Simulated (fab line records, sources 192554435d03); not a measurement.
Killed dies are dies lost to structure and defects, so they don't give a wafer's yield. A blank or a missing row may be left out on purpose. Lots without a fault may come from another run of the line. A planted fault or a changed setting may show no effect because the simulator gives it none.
Tool commonality check | flow n5_finfet | 9 lots, 27 wafers sampled

WHY IT WAS OPENED
At N5_FIN_CUT_INSPECT_17 the reading raw_defect_count is flagged on 2 of 9 lots. Wafers without a fault read 226, standard deviation 57.
Rule: a lot is flagged when every wafer of it that has a number lies more than 4 standard deviations from that mean, or none has a number. The other lots count as sound.

lot  | measured    | on                | raw_defect_count, wafer by wafer | flag
L621 | day 2 11:34 | defect_inspect-02 | 152 326 215                      |
L623 | day 2 22:09 | defect_inspect-01 | 191 335 284                      |
L629 | day 4 11:33 | defect_inspect-02 | 771 792 791                      | FLAGGED
L631 | day 4 23:54 | defect_inspect-01 | 639 692 655                      | FLAGGED
L636 | day 6 04:35 | defect_inspect-01 | 223 260 167                      |
L640 | day 7 04:25 | defect_inspect-02 | 162 204 169                      |
L641 | day 7 10:08 | defect_inspect-01 | 248 288 378                      |
L642 | day 7 16:28 | defect_inspect-01 | 274 298 254                      |
L643 | day 7 21:48 | defect_inspect-01 | 271 222 342                      |
The numbers of the flagged lots are 723 on average: +497 against the usual, or +9 standard deviations.

WHICH TOOL RAN EACH LOT
The record holds 2 process steps before the reading, out of a route of 1938 steps. In each cell: the tool, then ch and the chambers that the sampled wafers went through, then the start.
lot  | flag    | N5_FIN_SAQP_FIN_ETCH_36         | N5_FIN_CUT_PRECLEAN_35
L621 |         | rie_si-03 ch 0,3, day 2 09:34   | vapor_etch-01 ch 0, day 2 11:10
L623 |         | rie_si-03 ch 0,1, day 2 20:28   | vapor_etch-02 ch 0,1, day 2 21:47
L629 | FLAGGED | rie_si-01 ch 1,2,3, day 4 09:33 | vapor_etch-02 ch 0,1, day 4 10:54
L631 | FLAGGED | rie_si-01 ch 0,2,3, day 4 21:52 | vapor_etch-02 ch 0,1, day 4 23:32
L636 |         | rie_si-01 ch 1,2,3, day 6 02:53 | vapor_etch-01 ch 0,1, day 6 04:07
L640 |         | rie_si-02 ch 0,1,2, day 7 02:38 | vapor_etch-01 ch 0,1, day 7 03:52
L641 |         | rie_si-03 ch 0,2,3, day 7 08:32 | vapor_etch-01 ch 1, day 7 09:46
L642 |         | rie_si-03 ch 1,3, day 7 14:43   | vapor_etch-02 ch 0,1, day 7 16:05
L643 |         | rie_si-01 ch 2,3, day 7 19:47   | vapor_etch-02 ch 1, day 7 21:08
What these steps do:
- N5_FIN_SAQP_FIN_ETCH_36: etches the open film in HBr/Cl2/O2, target depth 120 nm, time 50.4 s.
- N5_FIN_CUT_PRECLEAN_35: cleans in vHF, time 13.3 s.
- N5_FIN_CUT_INSPECT_17: inspects for defects (brightfield).

FLAGGED OVER TOTAL, TOOL BY TOOL (the gauges that took the reading come last)
step                    | tool              | lots run | flagged | share of the flagged lots | sound lots run after its first flagged lot
N5_FIN_SAQP_FIN_ETCH_36 | rie_si-01         | 4        | 2       | all                       | 2 (L636,L643)
N5_FIN_SAQP_FIN_ETCH_36 | rie_si-02         | 1        | 0       | none                      | -
N5_FIN_SAQP_FIN_ETCH_36 | rie_si-03         | 4        | 0       | none                      | -
N5_FIN_CUT_PRECLEAN_35  | vapor_etch-01     | 4        | 0       | none                      | -
N5_FIN_CUT_PRECLEAN_35  | vapor_etch-02     | 5        | 2       | all                       | 2 (L642,L643)
N5_FIN_CUT_INSPECT_17   | defect_inspect-01 | 6        | 1       | some                      | 4 (L636,L641,L642,L643)
N5_FIN_CUT_INSPECT_17   | defect_inspect-02 | 3        | 1       | some                      | 1 (L640)

WHAT THE TABLE ALLOWS
2 rows of the table ran every flagged lot: rie_si-01 at N5_FIN_SAQP_FIN_ETCH_36, vapor_etch-02 at N5_FIN_CUT_PRECLEAN_35.
- rie_si-01 at N5_FIN_SAQP_FIN_ETCH_36: 2 of its 4 lots flagged. Sound lots ran on it after the first flagged one (L636, L643), which a lasting fault on the whole tool wouldn't allow.
- vapor_etch-02 at N5_FIN_CUT_PRECLEAN_35: 2 of its 5 lots flagged. Sound lots ran on it after the first flagged one (L642, L643), which a lasting fault on the whole tool wouldn't allow.
No row of the table ran every flagged lot and no sound lot after the first.

WHAT THE SIMULATOR HAD PUT IN
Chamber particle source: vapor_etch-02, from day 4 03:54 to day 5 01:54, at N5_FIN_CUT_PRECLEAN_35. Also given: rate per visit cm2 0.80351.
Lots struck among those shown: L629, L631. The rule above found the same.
